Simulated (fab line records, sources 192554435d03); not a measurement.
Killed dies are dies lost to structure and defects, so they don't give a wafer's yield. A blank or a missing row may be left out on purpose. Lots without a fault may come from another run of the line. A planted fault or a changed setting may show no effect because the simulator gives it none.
A struck lot beside a sound one | flow n5_finfet | 38 steps out of a route of 1938
Sound: wafers L642.1, L642.2, L642.5. Struck: wafers L659.1, L659.3, L659.4. The cause comes at the end.
At each step with rows: each side's tool, then ch and its chambers, then its first start. Under that, the readings that differ: sound wafers | struck wafers | difference of the means | sigmas: that difference in standard deviations of wafers without a fault.
alike: readings whose means differ by less than 2 such deviations, and words and numbers that are the same on both sides. not compared: withheld readings, readings that some wafer has no value for, bounds like >300 that may hide the same value, and numbers for which the record gives no deviation and whose values overlap.
The two part at a step that has a row with sigmas, a row that says differs or no value, or rows on one side only. Numbers that don't overlap but have no deviation are shown without sigmas and don't part them. A reading that every wafer of one side lacks parts them only if that side has two wafers or more.

first, 12 steps without rows for these wafers: N5_STI_FIN_REVEAL_PRECLEAN_25 (cleans in SPM, time 90 s); N5_STI_FIN_REVEAL_PRECLEAN_26 (cleans in SC1, time 45 s); N5_STI_FIN_REVEAL_PRECLEAN_29 (cleans in DHF, time 30 s); N5_STI_FIN_REVEAL_SRD_12 (time 30 s); N5_STI_FIN_REVEAL_RECESS_09 (chemistry HF/NH3, target SiO2, afs cycles 11, target depth 42.5 nm, sublimation time 60 s); N5_STI_FIN_REVEAL_STRIP_16 (strips SiNx in H3PO4, target depth 23.8 nm); N5_STI_FIN_REVEAL_PRECLEAN_17 (cleans in NF3:NH3, afs cycles 1, time 20 s, sublimation time 60 s); N5_STI_FIN_REVEAL_ETCH_34 (etches Si in H2, material Si, target depth 0.97 nm); N5_STI_FIN_REVEAL_OXIDATION_31 (chemistry O2 PLASMA REMOTE, time 20 s); N5_STI_FIN_REVEAL_PRECLEAN_32 (cleans in NF3:NH3, afs cycles 1, time 20 s, sublimation time 60 s); N5_STI_FIN_REVEAL_STRIP_35 (strips Si3N4 in H3PO4, target depth 4 nm, time 39 s); N5_STI_FIN_REVEAL_SRD_21 (time 30 s).
N5_STI_FIN_REVEAL_OXIDATION_33: chemistry O2 PLASMA REMOTE, time 20 s.
  sound on plasma_asher-02 ch 0,1, day 2 18:41; struck on plasma_asher-01 ch 0,1, day 7 02:18
  no value came back on the struck wafers for chamber_pressure_mTorr (mTorr), drypump_motor_current_A (A), heater_power_w (W), time_s (s); on the sound wafers chamber_pressure_mTorr (mTorr) reads 1000.7 1001.0 1000.5
  not compared: rf_hours_counter_h
then, 2 steps without rows for these wafers: N5_STI_FIN_REVEAL_CLEAN_19 (cleans in O3/DIW, time 120 s); N5_STI_FIN_REVEAL_SRD_23 (time 30 s).
N5_STI_FIN_REVEAL_CD_MEAS_22: target cd 6.238 nm, pitch 28 nm.
  sound on cd_sem-01, day 2 18:53; struck on cd_sem-01, day 7 02:28
  reading    | sound          | struck         | difference | sigmas
  cd_nm (nm) | 6.43 6.41 6.23 | 6.99 7.52 7.49 | +0.98      | +3
then, 20 steps without rows for these wafers: N5_STI_FIN_REVEAL_PRECLEAN_18 (cleans in SC2, time 45 s); N5_STI_FIN_REVEAL_SRD_28 (time 30 s); N5_DUMMY_GATE_PRECLEAN_00 (cleans in O3/DIW, time 60 s); N5_DUMMY_GATE_SRD_01 (time 30 s); N5_DUMMY_GATE_ALD_02 (deposits SiO2, target thk 2 nm, pulse time 1 s); N5_DUMMY_GATE_CVD_03 (deposits a-Si from SiH4, target thk 150 nm, time 8042 s); N5_DUMMY_GATE_PRECLEAN_46 (cleans in DIW, time 89.5 s); N5_DUMMY_GATE_SRD_47 (dry time 32 s); N5_DUMMY_GATE_CMP_04 (polishes a-Si); N5_DUMMY_GATE_HM_DEP_06 (deposits SiNx from DCS/NH3, target thk 80 nm, time 5141 s); N5_DUMMY_GATE_PECVD_30 (deposits SiO2 from TEOS/O2, target thk 55 nm, time 10.8 s); N5_DUMMY_GATE_COAT_34 (time 60 s, resist thk 60 nm); N5_DUMMY_GATE_COAT_35 (time 60 s, resist thk 10 nm); N5_DUMMY_GATE_COAT_28 (time 60 s, resist thk 10 nm); N5_DUMMY_GATE_COAT_09 (resist thk 30 nm); N5_DUMMY_GATE_EBR_11; N5_DUMMY_GATE_SOFTBAKE_10 (time 60 s); N5_DUMMY_GATE_EXPOSE_12 (exposes mask GATE, target cd 25 nm); N5_DUMMY_GATE_PEB_13 (peb time 60 s); N5_DUMMY_GATE_DEVELOP_14 (develop time 30 s).
-- the record jumps here: 6 days lie between the struck wafers' starts before and after (it left off in module DUMMY_GATE and takes up again in module BEOL_M4, whose first step shown is number 1111 of the route) --
N5_BEOL_M4_RC_MEAS_101:
  sound on prober-02 ch 0, day 8 15:35; struck on prober-01 ch 0, day 12 19:35
  reading             | sound                      | struck                     | difference | sigmas
  DIBL_N (mV/V)       | 31.6 35.5 34.3             | 40.6 43.2 38.9             | +7.1       | +3
  DIBL_P (mV/V)       | 28.4 33.2 31.4             | 43.3 45.8 41.6             | +12.6      | +5
  IOFF_N (nA/um)      | 0.09 0.14 0.13             | 0.30 0.41 0.27             | +0.21      | +6
  IOFF_N_85C (nA/um)  | 2.0 2.8 2.7                | 5.2 6.8 4.8                | +3.1       | +5
  IOFF_N_LIN (nA/um)  | 0.048 0.068 0.066          | 0.147 0.191 0.135          | +0.097     | +7
  IOFF_N_LONG (nA/um) | 5.67e-05 5.69e-05 5.85e-05 | 6.95e-05 7.24e-05 7.18e-05 | +1.39e-05  | +5
  IOFF_P (nA/um)      | 0.16 0.21 0.18             | 0.34 0.42 0.32             | +0.18      | +5
  IOFF_P_85C (nA/um)  | 2.9 3.7 3.3                | 5.4 6.3 5.2                | +2.3       | +4
  IOFF_P_LIN (nA/um)  | 0.088 0.104 0.095          | 0.174 0.198 0.169          | +0.085     | +6
  ION_N (uA/um)       | 664 680 680                | 734 735 712                | +52        | +3
  ION_P (uA/um)       | 473 470 463                | 490 486 487                | +19        | +2
  REXT_N (ohm.um)     | 75.4 77.0 76.5             | 70.6 71.5 69.9             | -5.6       | -4
  REXT_P (ohm.um)     | 105.1 107.5 108.8          | 96.8 98.2 95.2             | -10.4      | -4
  SS_N (mV/dec)       | 70.1 71.0 70.9             | 72.7 72.2 71.9             | +1.6       | +2
  SS_P (mV/dec)       | 72.4 72.9 72.7             | 75.7 76.2 74.5             | +2.8       | +4
  VT_N (mV)           | 255 250 248                | 240 234 240                | -13        | -4
  VT_N_LONG (mV)      | 276.6 277.4 273.6          | 264.4 264.9 265.9          | -10.8      | -6
  VT_N_LVT (mV)       | 104 100 99                 | 88 82 88                   | -15        | -4
  VT_P (mV)           | -252 -249 -249             | -244 -241 -243             | +7         | +2
  VT_P_LVT (mV)       | -100 -98 -100              | -93 -91 -93                | +7         | +2
-- the record jumps here: 4 days lie between the struck wafers' starts before and after (it left off in module BEOL_M4 and takes up again in module PASSIVATION, whose first step shown is number 1936 of the route) --
N5_PASSIVATION_PROBE_49:
  sound on prober-02, day 13 12:55; struck on prober-01, day 17 07:27
  reading                | sound          | struck          | difference | sigmas
  sort_bin_4_leakage (%) | 0 0 0          | 0.59 21.02 0.08 | +7.23      | +99 or more
  sort_n_pass            | 1083 1040 1080 | 1032 806 1036   | -110       | -5
  sort_yield_pct (%)     | 91.8 88.1 91.5 | 87.5 68.3 87.8  | -9.3       | -5
  alike: defect_limited_yield, killed_at_M0_to_M3, killed_at_M4_up, killed_at_contacts, killed_at_front_end, killed_at_other, killed_dies, killed_open, killed_short, sort_bin_5_function, sort_bin_6_memory

WHERE THEY PART
First at N5_STI_FIN_REVEAL_OXIDATION_33; last, within this record, at N5_PASSIVATION_PROBE_49.

WHY: what the simulator had put in
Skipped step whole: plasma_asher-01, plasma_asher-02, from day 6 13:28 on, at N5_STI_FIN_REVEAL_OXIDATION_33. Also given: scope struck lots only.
